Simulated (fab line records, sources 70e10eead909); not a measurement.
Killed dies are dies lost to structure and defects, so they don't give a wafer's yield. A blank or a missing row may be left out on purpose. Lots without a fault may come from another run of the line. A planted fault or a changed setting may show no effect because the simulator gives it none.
Which tool did it? | flow nand_harc | 12 lots, 36 wafers sampled, at 4 steps of a route of 1159

WHAT THE GAUGES READ, wafer by wafer
The record holds no reading of a measuring or inspecting step that can be judged against a usual standard deviation.

WHICH TOOL RAN EACH LOT (tool, then ch and the chambers of the sampled wafers, then the start)
lot  | NHARC_A_CHANNEL_HOLE_D1_ETCH_16               | NHARC_A_CHANNEL_HOLE_D1_STRIP_27              | NHARC_A_CHANNEL_FILL_D1_ALD_15      | NHARC_A_CHANNEL_FILL_D1_ETCHBACK_08
L258 | rie_diel-13 ch 1,2,3, day 8 08:36 or earlier  | rie_diel-11 ch 1,2, day 8 08:36 or earlier    | ald_sin_batch-01 ch 0, day 8 08:36  | rie_diel-10 ch 0,1, no start
L259 | rie_diel-13 ch 0,1,3, day 9 10:58 or earlier  | rie_diel-13 ch 0,1,3, day 9 10:58 or earlier  | ald_sin_batch-02 ch 0, day 9 10:58  | rie_diel-05 ch 0,1,2, no start
L262 | rie_diel-08 ch 1,3, day 9 22:41 or earlier    | rie_diel-13 ch 2,3, day 9 22:41 or earlier    | ald_sin_batch-01 ch 0, day 9 22:41  | rie_diel-01 ch 1,3, no start
L260 | rie_diel-08 ch 2,3, day 9 22:41 or earlier    | rie_diel-08 ch 2,3, day 9 22:41 or earlier    | ald_sin_batch-01 ch 0, day 9 22:41  | rie_diel-10 ch 1,2,3, no start
L263 | rie_diel-13 ch 1,2, day 10 07:44 or earlier   | rie_diel-13 ch 1,2, day 10 07:44 or earlier   | ald_sin_batch-01 ch 0, day 10 07:44 | rie_diel-05 ch 0,3, no start
L266 | rie_diel-13 ch 0,2,3, day 10 16:38 or earlier | rie_diel-13 ch 0,1,2, day 10 16:38 or earlier | ald_sin_batch-01 ch 0, day 10 16:38 | rie_diel-01 ch 0,1,2, no start
L276 | rie_diel-08 ch 1,2, day 13 10:22 or earlier   | rie_diel-13 ch 0,3, day 13 10:22 or earlier   | ald_sin_batch-02 ch 0, day 13 10:22 | rie_diel-01 ch 0,1, no start
L274 | rie_diel-11 ch 0,1,2, day 13 10:22 or earlier | rie_diel-08 ch 2,3, day 13 10:22 or earlier   | ald_sin_batch-02 ch 0, day 13 10:22 | rie_diel-05 ch 0,2,3, no start
L275 | rie_diel-08 ch 1,2,3, day 13 16:33 or earlier | rie_diel-11 ch 0,1,3, day 13 16:33 or earlier | ald_sin_batch-02 ch 0, day 13 16:33 | rie_diel-05 ch 0,2, no start
L278 | rie_diel-08 ch 0,1,2, day 13 22:34 or earlier | rie_diel-13 ch 0,1,2, day 13 22:34 or earlier | ald_sin_batch-03 ch 0, day 13 22:34 | rie_diel-01 ch 0,1,3, no start
L281 | rie_diel-11 ch 1,3, day 14 21:27 or earlier   | rie_diel-13 ch 0,1,3, day 14 21:27 or earlier | ald_sin_batch-01 ch 0, day 14 21:27 | rie_diel-01 ch 2,3, no start
L280 | rie_diel-13 ch 1,3, day 14 21:27 or earlier   | rie_diel-13 ch 1,3, day 14 21:27 or earlier   | ald_sin_batch-01 ch 0, day 14 21:27 | rie_diel-05 ch 2,3, no start
- NHARC_A_CHANNEL_HOLE_D1_ETCH_16: etches the open film in O2/COS, target depth 3100 nm, time 806 s.
- NHARC_A_CHANNEL_HOLE_D1_STRIP_27: strips in O2.
- NHARC_A_CHANNEL_FILL_D1_ALD_15: deposits SiNx, target thk 2 nm, pulse time 60 s, ald cycles 19.
- NHARC_A_CHANNEL_FILL_D1_ETCHBACK_08: etches the open film in C4F8, target depth 220 nm, time 110 s.

WHAT THE TOOLS THEMSELVES READ (means of the sampled wafers that have a number; where no wafer has one, the mark that the record gives instead)
NHARC_A_CHANNEL_HOLE_D1_ETCH_16. Usual: drypump_motor_current_A 5.8 A, standard deviation 0.32; oes_product_au 1.006 a.u., standard deviation 0.012; rf_vpp_V 314.8 V, standard deviation 2.2; showerhead_plenum_p_Torr 3.17 Torr, standard deviation 0.14; throttle_valve_pct 28.330 %, standard deviation 0.0099.
lot  | tool        | drypump_motor_current_A (A) | oes_product_au (a.u.) | rf_vpp_V (V) | showerhead_plenum_p_Torr (Torr) | throttle_valve_pct (%) | flag
L258 | rie_diel-13 | 5.6                         | 1.012                 | 313.5        | 3.13                            | 28.329                 |
L259 | rie_diel-13 | 5.8                         | 1.004                 | 315.2        | 3.16                            | 28.327                 |
L262 | rie_diel-08 | 6.4                         | 0.997                 | 314.8        | 3.19                            | 28.335                 |
L260 | rie_diel-08 | 6.1                         | 0.991                 | 316.6        | 3.27                            | 28.324                 |
L263 | rie_diel-13 | 5.4                         | 1.024                 | 315.6        | 3.23                            | 28.342                 |
L266 | rie_diel-13 | 5.8                         | 1.006                 | 314.9        | 3.15                            | 28.324                 |
L276 | rie_diel-08 | 5.9                         | 0.998                 | 313.6        | 3.09                            | 28.342                 |
L274 | rie_diel-11 | 5.8                         | 1.011                 | 314.7        | 3.13                            | 28.330                 |
L275 | rie_diel-08 | 6.1                         | 0.991                 | 316.2        | 3.18                            | 28.328                 |
L278 | rie_diel-08 | 5.8                         | 1.002                 | 314.6        | 3.19                            | 28.333                 |
L281 | rie_diel-11 | 5.9                         | 1.011                 | 315.3        | 3.21                            | 28.321                 |
L280 | rie_diel-13 | 5.7                         | 1.004                 | 313.0        | 3.02                            | 28.336                 |

NHARC_A_CHANNEL_HOLE_D1_STRIP_27. Usual: drypump_motor_current_A 5.82 A, standard deviation 0.3; oes_product_au 1.008 a.u., standard deviation 0.012; rf_vpp_V 58.0 V, standard deviation 0.98; showerhead_plenum_p_Torr 3.58 Torr, standard deviation 0.15; throttle_valve_pct 17.037 %, standard deviation 0.0096.
lot  | tool        | drypump_motor_current_A (A) | oes_product_au (a.u.) | rf_vpp_V (V) | showerhead_plenum_p_Torr (Torr) | throttle_valve_pct (%) | flag
L258 | rie_diel-11 | 5.92                        | 0.989                 | 58.0         | 3.61                            | 17.045                 |
L259 | rie_diel-13 | 5.81                        | 1.015                 | 59.1         | 3.57                            | 17.032                 |
L262 | rie_diel-13 | 5.64                        | 1.016                 | 58.0         | 3.52                            | 17.039                 |
L260 | rie_diel-08 | 6.14                        | 0.986                 | 58.0         | 3.69                            | 17.033                 |
L263 | rie_diel-13 | 5.47                        | 1.020                 | 57.8         | 3.65                            | 17.030                 |
L266 | rie_diel-13 | 5.73                        | 1.014                 | 58.0         | 3.68                            | 17.039                 |
L276 | rie_diel-13 | 6.11                        | 1.005                 | 57.8         | 3.60                            | 17.047                 |
L274 | rie_diel-08 | 6.11                        | 1.005                 | 57.4         | 3.68                            | 17.040                 |
L275 | rie_diel-11 | 5.76                        | 1.008                 | 58.2         | 3.56                            | 17.040                 |
L278 | rie_diel-13 | 5.73                        | 1.001                 | 58.6         | 3.68                            | 17.041                 |
L281 | rie_diel-13 | 5.84                        | 1.004                 | 57.4         | 3.56                            | 17.042                 |
L280 | rie_diel-13 | 5.52                        | 1.005                 | 58.9         | 3.54                            | 17.029                 |

NHARC_A_CHANNEL_FILL_D1_ALD_15. Usual: precursor_pulse_height_rel 1.000, standard deviation 0.02.
lot  | tool             | precursor_pulse_height_rel | flag
L258 | ald_sin_batch-01 | 0.992                      |
L259 | ald_sin_batch-02 | 0.998                      |
L262 | ald_sin_batch-01 | 0.984                      |
L260 | ald_sin_batch-01 | 1.007                      |
L263 | ald_sin_batch-01 | 0.992                      |
L266 | ald_sin_batch-01 | 1.010                      |
L276 | ald_sin_batch-02 | 1.001                      |
L274 | ald_sin_batch-02 | 1.006                      |
L275 | ald_sin_batch-02 | 1.015                      |
L278 | ald_sin_batch-03 | 0.970                      |
L281 | ald_sin_batch-01 | 0.999                      |
L280 | ald_sin_batch-01 | 0.997                      |

NHARC_A_CHANNEL_FILL_D1_ETCHBACK_08. Usual: oes_product_au 0.96 a.u., standard deviation 0.039; rf_vpp_V 440.4 V, standard deviation 2.5.
lot  | tool        | oes_product_au (a.u.) | rf_vpp_V (V) | flag
L258 | rie_diel-10 | 1.02                  | 440.3        |
L259 | rie_diel-05 | 0.92                  | 440.2        |
L262 | rie_diel-01 | 0.93                  | 438.9        |
L260 | rie_diel-10 | 1.01                  | 438.1        |
L263 | rie_diel-05 | 0.96                  | 440.9        |
L266 | rie_diel-01 | 1.00                  | 442.0        |
L276 | rie_diel-01 | 1.01                  | 441.5        |
L274 | rie_diel-05 | 0.92                  | 440.1        |
L275 | rie_diel-05 | 0.93                  | 439.7        |
L278 | rie_diel-01 | 0.93                  | 439.7        |
L281 | rie_diel-01 | 1.00                  | 439.9        |
L280 | rie_diel-05 | 0.99                  | 439.5        |

THE ANSWER, worked out from the rows above alone
Rule: a lot is off if the mean of its wafers that have a number lies more than 3 standard deviations from the usual mean. A lot without any number at a reading at which 4 lots or more have one is off too. The other lots that the step has rows for count as sound. The gauges are gone through in route order, then the tools' own readings, and for those a lot's mean is taken as printed above. The first step at which some lot is off is used, and at that step the reading that is off furthest; a lot without a number counts as furthest.
No lot is off at any reading shown: from this, nothing can be told.

WHAT THE SIMULATOR HAD PUT IN
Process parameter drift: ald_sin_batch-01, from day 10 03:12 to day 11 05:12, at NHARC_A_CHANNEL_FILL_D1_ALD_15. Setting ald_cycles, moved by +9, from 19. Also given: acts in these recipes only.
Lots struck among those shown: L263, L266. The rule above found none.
